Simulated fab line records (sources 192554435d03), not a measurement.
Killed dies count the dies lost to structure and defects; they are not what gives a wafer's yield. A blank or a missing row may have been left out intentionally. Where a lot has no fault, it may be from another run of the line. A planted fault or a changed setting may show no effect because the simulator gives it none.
fab line records | flow n5-finfet | part 2 of 2: steps 4 to 6 of 6
[record] lots = 18 wafers = 54 last-day = 18
route steps=1938 shown BEOL_M1@792
lots untouched by any fault: they come from a run of this same line in which no faults occurred
start-h: start of the lot's first displayed wafer, in hours after the record's first day | wait-h: how many hours have passed since the lot's step before this one | " the same as in the row above | L1.1+2: one row covering several wafers at once | - value missing, or start not given | * or withheld: withheld | < > ~ a bound
route shown NAME@n: NAME is a module with steps in the file, n the number in the route of the first one | usual: average and standard deviation across the fault-free wafers | same: alike in all rows | chamber/n: place in a boat | sites: each site's reading | _std_site: the values' standard deviation | _edge_site: the outer-site mean with the inner-site mean subtracted | radius-mm: for every site, how far away it sits from the centre of the wafer | mask NAME#n: copy n | behind: the last tool/chamber to shape the wafer | hold: what put the lot on hold/how long, in hours/how the hold closed | device: names the non-switching transistor (n, p or np) | end of line: the same wafers' tests at the end of the route | for a step that has no rows: nothing shown but its recipe | killed: not the wafer's yield, but the dies lost to structure and defects at the first sort | map: shows each die of a wafer: x if killed, . if not, _ if none is there
set.NAME: the setting as run; set.NAME@STEP: as run at that earlier step | model.NAME: the simulator's own value behind a step, which no gauge read
a sample of lots followed through the steps of the route, with each step as a table and each wafer as a row
services: when a tool's chamber went out of use (start-h, in hours from the record's first day, below 0 if earlier), for how many hours, and the reason
[[steps]]
[step N5_BEOL_M1_TRENCH_ETCH_37]
[recipe] chemistry = C4F6/O2 target-depth-a = 552.07 target = SiOC time-s = 29 ion-energy-ev = 250 pressure-mtorr = 30 source-w = 355 bias-w = 185 Ar_flow_sccm = 300 C4F6_flow_sccm = 10 O2_flow_sccm = 10
[usual] drypump-motor-current-A = 5.7/0.36 mfc-ar-sccm = 299.9/0.97 oes_ar_750_au = 0.80/0.085 oes_o_777_au = 0.80/0.081 oes-product-au = 0.80/0.09 rf-fwd-power-W = 349.8/1.6 rf-vpp-V = 664/5.4 showerhead-plenum-p-Torr = 2.84/0.097 throttle-valve-pct = 20.86/0.22
// columns lot.wafer tool chamber start-h wait-h drypump-motor-current-A mfc-ar-sccm oes_ar_750_au oes_o_777_au oes-product-au rf-fwd-power-W rf-hours-counter-h rf-vpp-V showerhead-plenum-p-Torr throttle-valve-pct
L074.1 rie-diel-05 3 - - 5.6 298.5 0.98 0.96 0.99 349.8 3 667 2.81 20.73
L074.2 " 1 " " 5.2 297.6 0.91 0.91 0.91 350.7 14 655 2.80 20.81
L074.3 " 2 " " 6.0 299.2 0.73 0.74 0.72 348.2 194 663 2.93 20.60
L075.1 rie-diel-02 1 - - 6.3 299.3 0.80 0.81 0.80 349.6 90 669 2.99 21.16
L075.5 " 3 " " 5.4 301.1 0.76 0.76 0.75 349.6 - 673 2.83 20.91
L075.6 " 0 " " 5.4 300.3 0.71 0.71 0.71 350.7 - 662 2.92 20.87
L077.1 rie-diel-02 3 - - 5.4 300.8 0.77 0.76 0.75 350.3 149 673 2.83 20.88
L077.5 " 2 " " 5.5 299.4 0.79 0.79 0.79 349.9 - 664 2.76 20.72
L077.6 " 1 " " 6.4 300.5 0.80 0.81 0.80 348.4 - 667 2.99 21.18
L079.2 rie-diel-05 0 - - 6.2 298.4 0.73 0.71 0.74 351.4 156 664 2.86 20.89
L079.3 " 3 " " 5.6 298.8 0.96 0.94 0.96 349.7 7 667 2.81 20.72
L079.4 " 1 " " 5.2 299.7 0.89 0.89 0.90 351.0 18 655 2.80 20.81
L080.1 rie-diel-05 1 - - 5.2 301.1 0.89 0.89 0.91 349.2 19 656 2.80 20.81
L080.3 " 3 " " 5.6 299.7 0.95 0.94 0.96 350.1 8 666 2.81 20.74
L080.5 " 1 " " 5.2 299.6 0.89 0.89 0.90 350.7 - 654 2.80 20.80
L081.1 rie-diel-05 1 - - 5.2 300.0 0.88 0.89 0.91 352.3 22 654 2.79 20.82
L081.4 " 0 " " 6.2 299.3 0.72 0.73 0.74 349.0 161 666 2.85 20.91
L081.6 " 1 " " 5.2 300.9 0.89 0.89 0.90 352.9 - 653 2.79 20.81
L083.2 rie-diel-06 1 - - 6.0 301.6 0.76 0.77 0.76 353.1 138 669 2.64 21.27
L083.5 " 1 " " 6.0 301.2 0.76 0.77 0.77 352.3 - 668 2.64 21.26
L083.6 " 0 " " 5.8 300.2 0.81 0.81 0.81 349.4 - 664 2.98 20.90
L082.1 rie-diel-05 0 - - 6.1 300.8 0.72 0.71 0.73 350.0 164 667 2.85 20.89
L082.4 " 1 " " 5.2 299.7 0.88 0.87 0.88 350.5 25 655 2.79 20.82
L082.5 " 2 " " 6.1 299.1 0.72 0.73 0.70 348.0 - 663 2.93 20.63
L084.1 rie-diel-05 3 - - 5.6 299.3 0.93 0.91 0.94 349.1 15 668 2.81 20.75
L084.4 " 1 " " 5.2 299.4 0.88 0.88 0.88 350.2 26 655 2.79 20.84
L084.5 " 2 " " 6.1 299.0 0.72 0.73 0.71 348.2 - 664 2.93 20.59
L085.1 rie-diel-06 3 - - 5.3 299.3 0.96 0.95 0.98 349.8 6 672 3.03 20.44
L085.4 " 2 " " 5.9 302.2 0.73 0.73 0.71 347.7 171 655 2.73 21.19
L085.6 " 3 " " 5.3 298.6 0.97 0.96 0.98 349.6 - 673 3.03 20.45
L088.1 rie-diel-02 1 - - 6.4 301.5 0.78 0.78 0.78 347.6 114 668 2.98 21.20
L088.2 " 3 " " 5.5 299.2 0.74 0.74 0.74 350.7 172 672 2.82 20.95
L088.6 " 2 " " 5.5 300.7 0.77 0.76 0.77 349.3 - 662 2.75 20.75
L089.1 rie-diel-05 3 - - 5.6 300.0 0.90 0.89 0.90 350.3 27 666 2.80 20.76
L089.2 " 2 " " 6.1 298.8 0.71 0.72 0.70 350.0 217 664 2.92 20.61
L089.4 " 0 " " 6.1 300.9 0.72 0.70 0.72 350.7 176 667 2.85 20.94
L090.1 rie-diel-05 1 - - 5.2 300.9 0.86 0.86 0.87 351.2 37 655 2.79 20.84
L090.2 " 3 " " 5.6 300.6 0.90 0.89 0.91 349.5 28 668 2.80 20.77
L090.3 " 2 " " 6.0 300.2 0.71 0.72 0.71 347.4 218 663 2.92 20.62
L093.3 rie-diel-05 3 - - 5.6 299.6 0.89 0.88 0.90 349.2 34 665 2.80 20.78
L093.4 " 1 " " 5.2 299.0 0.85 0.85 0.85 351.8 43 655 2.78 20.87
L093.6 " 1 " " 5.2 298.4 0.85 0.85 0.85 349.5 - 654 2.78 20.84
L094.1 rie-diel-02 1 - - 6.3 300.6 0.77 0.78 0.78 348.7 120 669 2.97 21.21
L094.4 " 3 " " 5.5 298.5 0.73 0.74 0.73 351.4 - 672 2.82 20.96
L094.6 " 2 " " 5.5 300.3 0.76 0.75 0.76 347.4 - 664 2.74 20.77
L095.2 rie-diel-05 0 - - 6.1 301.4 0.71 0.71 0.72 350.7 183 665 2.84 20.95
L095.3 " 1 " " 5.2 299.4 0.85 0.84 0.85 349.7 43 654 2.78 20.85
L095.6 " 3 " " 5.6 300.6 0.89 0.88 0.89 350.4 - 668 2.80 20.77
L096.1 rie-diel-02 1 - - 6.4 299.3 0.77 0.77 0.77 349.8 122 668 2.97 21.20
L096.2 " 3 " " 5.5 298.4 0.73 0.73 0.72 349.5 186 672 2.82 20.96
L096.5 " 1 " " 6.3 299.9 0.76 0.78 0.76 349.0 - 668 2.97 21.22
L097.1 rie-diel-06 1 - - 5.9 299.1 0.74 0.75 0.74 352.1 165 668 2.62 21.29
L097.4 " 0 " " 5.7 300.6 0.79 0.78 0.79 349.9 135 664 2.97 20.94
L097.6 " 1 " " 6.0 297.0 0.73 0.75 0.74 352.9 - 668 2.62 21.30
[step N5_BEOL_M1_ALD_84]
[recipe] material = TaN target-thk-a = * temp-c = 275 ald-precursor-family = PDMAT ald-co-reactant = NH3 pressure-torr = 3 carrier-flow-sccm = 1500 pulse-time-s = 2 purge-time-s = 3 co-reactant-purge-time-s = 2 co-reactant-pulse-time-s = 3 ald-cycles = 30 precursor-vessel-temp-c = 75 precursor-vessel-pressure-torr = 26.25 precursor-vessel-carrier-sccm = 1000
[usual] heater-power-w = 433/53 precursor-vessel-temp-c = 74.99/0.12 susceptor-temp-C = 275.02/0.19
// columns lot.wafer tool chamber start-h wait-h heater-power-w precursor-vessel-temp-c since-wet-clean-h susceptor-temp-C
L074.1 ald-metal-01 1 142.55 0.1 506 75.05 5959 275.05
L074.2 " 2 " " 476 75.04 5959 275.21
L074.3 " 3 " " 491 74.99 5959 274.94
L075.1 ald-metal-01 2 148.88 0.0 476 75.01 5966 274.86
L075.5 " 1 " " 518 75.04 - 274.69
L075.6 " 0 " " 415 74.96 - 274.97
L077.1 ald-metal-04 1 149.40 0.1 455 74.86 4428 274.71
L077.5 " 3 " " 424 75.02 - 274.86
L077.6 " 2 " " 359 74.87 - 275.04
L079.2 ald-metal-01 0 157.82 0.1 395 75.01 5975 275.11
L079.3 " 1 " " 512 74.99 5975 275.31
L079.4 " 2 " " 479 74.96 5975 274.77
L080.1 ald-metal-04 2 160.60 0.0 369 75.15 4439 274.72
L080.3 " 0 " " 389 74.92 4439 274.91
L080.5 " 3 " " 416 75.18 - 274.99
L081.1 ald-metal-03 1 174.76 0.0 472 74.97 2915 275.05
L081.4 " 2 " " 394 75.09 2915 275.16
L081.6 " 1 " " 480 75.03 - 274.91
L083.2 ald-metal-01 0 183.38 0.0 418 74.87 6000 275.10
L083.5 " 3 " " 482 74.99 - 274.92
L083.6 " 2 " " 473 74.83 - 275.20
L082.1 ald-metal-01 3 186.32 0.0 501 75.03 6003 274.78
L082.4 " 1 " " 505 75.04 6003 274.75
L082.5 " 2 " " 479 75.12 - 275.25
L084.1 ald-metal-01 1 193.06 0.0 516 74.91 6010 275.15
L084.4 " 3 " " 498 74.94 6010 275.06
L084.5 " 2 " " 473 75.02 - 275.19
L085.1 ald-metal-04 1 196.87 0.1 445 75.02 4475 275.14
L085.4 " 0 " " 368 75.14 4475 274.88
L085.6 " 3 " " 420 74.87 - 274.77
L088.1 ald-metal-03 2 226.04 0.0 396 74.85 2966 275.43
L088.2 " 3 " " 445 75.20 2966 275.15
L088.6 " 1 " " 474 75.06 - 275.04
L089.1 ald-metal-04 0 226.05 0.0 376 74.92 4504 274.75
L089.2 " 1 " " 453 75.02 4504 274.89
L089.4 " 2 " " 368 75.00 4504 274.94
L090.1 ald-metal-04 0 229.22 0.0 373 75.12 4508 275.04
L090.2 " 3 " " 409 74.92 4508 275.03
L090.3 " 2 " " 370 75.06 4508 275.03
L093.3 ald-metal-04 2 247.25 0.0 369 74.70 4526 275.42
L093.4 " 3 " " 405 74.96 4526 274.91
L093.6 " 1 " " 461 74.97 - 275.25
L094.1 ald-metal-03 1 250.23 0.0 476 75.04 2990 275.17
L094.4 " 0 " " 341 75.08 2990 274.97
L094.6 " 2 " " 394 74.97 - 274.95
L095.2 ald-metal-01 3 250.83 0.0 486 74.98 6068 274.98
L095.3 " 2 " " 477 74.94 6068 275.02
L095.6 " 3 " " 486 74.92 - 275.27
L096.1 ald-metal-04 2 257.02 0.0 367 75.07 4535 274.71
L096.2 " 3 " " 435 75.06 4535 275.12
L096.5 " 0 " " 375 75.04 - 274.78
L097.1 ald-metal-03 1 283.98 0.0 476 74.92 3024 275.12
L097.4 " 2 " " 396 74.94 3024 274.87
L097.6 " 1 " " 488 75.02 - 275.26
[step N5_BEOL_M1_ANNEAL_49]
[recipe] temp-c = 400 time-s = 240 ambient = vacuum
[usual] heater-power-w = 816/96 susceptor-temp-C = 400.00/0.22
// columns lot.wafer tool chamber start-h wait-h heater-power-w susceptor-temp-C
L074.1 pvd-sputter-01 - 143.09 0.0 705 399.68
L074.2 " - " " 927 399.80
L074.3 " - " " 619 400.39
L075.1 pvd-sputter-02 - 149.50 0.0 747 400.06
L075.5 " - " " 766 399.84
L075.6 " - " " 765 399.81
L077.1 pvd-sputter-02 - 151.34 0.0 798 400.07
L077.5 " - " " 787 399.97
L077.6 " - " " 787 399.63
L079.2 pvd-sputter-02 - 158.66 0.0 893 399.90
L079.3 " - " " 724 399.86
L079.4 " - " " 754 400.27
L080.1 pvd-sputter-02 - 161.39 0.0 771 400.14
L080.3 " - " " 729 399.94
L080.5 " - " " 789 399.73
L081.1 pvd-sputter-03 - 175.54 0.0 835 399.68
L081.4 " - " " 850 399.85
L081.6 " - " " 840 399.57
L083.2 pvd-sputter-01 - 184.11 0.0 609 399.85
L083.5 " - " " 727 399.82
L083.6 " - " " 942 399.80
L082.1 pvd-sputter-01 - 186.94 0.0 613 399.99
L082.4 " - " " 916 400.25
L082.5 " - " " 607 400.34
L084.1 pvd-sputter-02 - 193.84 0.0 929 399.66
L084.4 " - " " 760 400.28
L084.5 " - " " 759 400.12
L085.1 pvd-sputter-03 - 197.57 0.0 878 399.89
L085.4 " - " " 850 399.88
L085.6 " - " " 821 400.11
L088.1 pvd-sputter-02 - 226.64 0.0 773 400.20
L088.2 " - " " 913 399.90
L088.6 " - " " 778 399.71
L089.1 pvd-sputter-03 - 226.70 0.0 826 400.10
L089.2 " - " " 891 400.36
L089.4 " - " " 810 400.21
L090.1 pvd-sputter-03 - 229.77 0.0 838 399.98
L090.2 " - " " 817 399.99
L090.3 " - " " 919 399.76
L093.3 pvd-sputter-03 - 248.07 0.0 843 400.25
L093.4 " - " " 863 400.03
L093.6 " - " " 865 399.93
L094.1 pvd-sputter-02 - 250.88 0.0 899 400.01
L094.4 " - " " 774 399.90
L094.6 " - " " 741 400.23
L095.2 pvd-sputter-02 - 252.72 0.0 727 399.89
L095.3 " - " " 810 400.01
L095.6 " - " " 748 400.13
L096.1 pvd-sputter-01 - 257.61 0.0 926 400.10
L096.2 " - " " 927 400.15
L096.5 " - " " 700 399.45
L097.1 pvd-sputter-01 - 284.79 0.0 902 399.72
L097.4 " - " " 973 400.11
L097.6 " - " " 619 400.02
[[services]]
// columns tool chamber start-h hours kind
rie-diel-06 3 106.80 1.2 repair
ald-metal-01 - 107.62 0.7 repair
rie-diel-06 - 110.12 0.7 repair
ald-metal-01 - 113.14 0.9 repair
pvd-sputter-03 - 123.26 7.9 repair
ald-metal-03 - 129.91 14.6 pm
ald-metal-04 - 137.18 6.0 pm
pvd-sputter-02 - 137.70 5.1 repair
rie-diel-06 0 151.75 8.8 repair
ald-metal-03 - 158.20 0.9 repair
ald-sin-04 - 164.71 0.3 repair
ald-metal-04 3 169.42 2.5 repair
rie-diel-06 1 185.66 1.9 repair
rie-diel-02 2 186.31 1.2 repair
ald-metal-04 - 190.79 0.3 repair
ald-sin-03 - 204.96 6.0 pm
ald-metal-03 - 210.19 8.7 pm
rie-diel-02 - 211.42 0.1 repair
rie-diel-02 1 234.79 10.1 repair
ald-sin-03 3 238.84 2.9 repair
ald-sin-03 - 241.20 1.1 repair
ald-sin-01 - 258.44 0.9 repair
ald-sin-04 - 268.51 14.0 pm
pvd-sputter-03 - 271.86 1.3 repair
